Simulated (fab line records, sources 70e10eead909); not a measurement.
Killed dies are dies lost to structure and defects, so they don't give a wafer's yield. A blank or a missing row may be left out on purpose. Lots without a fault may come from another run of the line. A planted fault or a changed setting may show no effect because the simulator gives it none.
Chamber matching | flow nand_harc | NHARC_A_STAIRCASE_DEP_471 on pecvd-02: 3 sister chambers
The step deposits SiO2, target thk 100 nm. 14 wafers are shown with their chamber, then 7 later ones without.

WAFERS WITH THEIR CHAMBER
wafer  | chamber | flow_sccm (sccm) | heater_power_w (W) | throttle_valve_pct (%)
L083.2 | 1       | 2656             | 496                | 15.7
L083.4 | 0       | 2663             | 460                | 15.6
L083.6 | 1       | 2656             | 491                | 16.0
L082.1 | 1       | 2657             | 531                | 16.0
L082.3 | 2       | 2648             | 574                | 16.0
L082.6 | 1       | 2647             | 545                | 16.0
L085.1 | 2       | 2643             | 549                | 15.9
L085.2 | 1       | 2654             | 525                | 16.0
L085.4 | 2       | 2647             | 543                | 15.7
L086.1 | 2       | 2645             | 535                | 15.7
L086.3 | 1       | 2647             | 520                | 16.3
L086.5 | 1       | 2655             | 522                | 16.1
L092.4 | 1       | 2639             | 417                | 16.1
L092.5 | 2       | 2651             | 608                | 15.8

SIGNATURES (means of the wafers above)
reading            | chamber 0 | chamber 1 | chamber 2 | scatter within a chamber
flow_sccm          | 2663.00   | 2651.38   | 2646.80   | 5.42
heater_power_w     | 460.00    | 505.88    | 561.80    | 36.6
throttle_valve_pct | 15.600    | 16.025    | 15.820    | 0.155
Rule: a wafer's distance from a chamber is the root of the sum, over the readings, of the square of ((its reading less the chamber's mean) divided by the reading's scatter). The wafer belongs to the nearest chamber; if the next one is less than 2 further off, it can't be placed. The scatter: the root of (the sum of the squares of (reading less its chamber's mean) over the shown wafers, divided by (wafers less chambers)).

WAFERS WITHOUT THEIR CHAMBER
wafer  | flow_sccm (sccm) | heater_power_w (W) | throttle_valve_pct (%)
L092.6 | 2656             | 451                | 15.6
L094.1 | 2647             | 429                | 15.6
L094.2 | 2640             | 555                | 16.4
L094.3 | 2650             | 580                | 16.0
L097.2 | 2646             | 545                | 16.1
L097.3 | 2641             | 598                | 16.2
L097.6 | 2649             | 585                | 15.9

WHICH CHAMBER EACH WENT THROUGH
wafer  | from the rows above          | in truth
L092.6 | can't be placed: 0 or 1      | 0
L094.1 | can't be placed: 0 or 1 or 2 | 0
L094.2 | can't be placed: 1 or 2      | 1
L094.3 | can't be placed: 2 or 1      | 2
L097.2 | can't be placed: 1 or 2      | 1
L097.3 | can't be placed: 2 or 1      | 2
L097.6 | can't be placed: 2 or 1      | 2
Placed correctly: 0 of 7. Can't be placed from these rows: 7 (the true chamber is among the candidates in 7). Placed wrongly: 0.
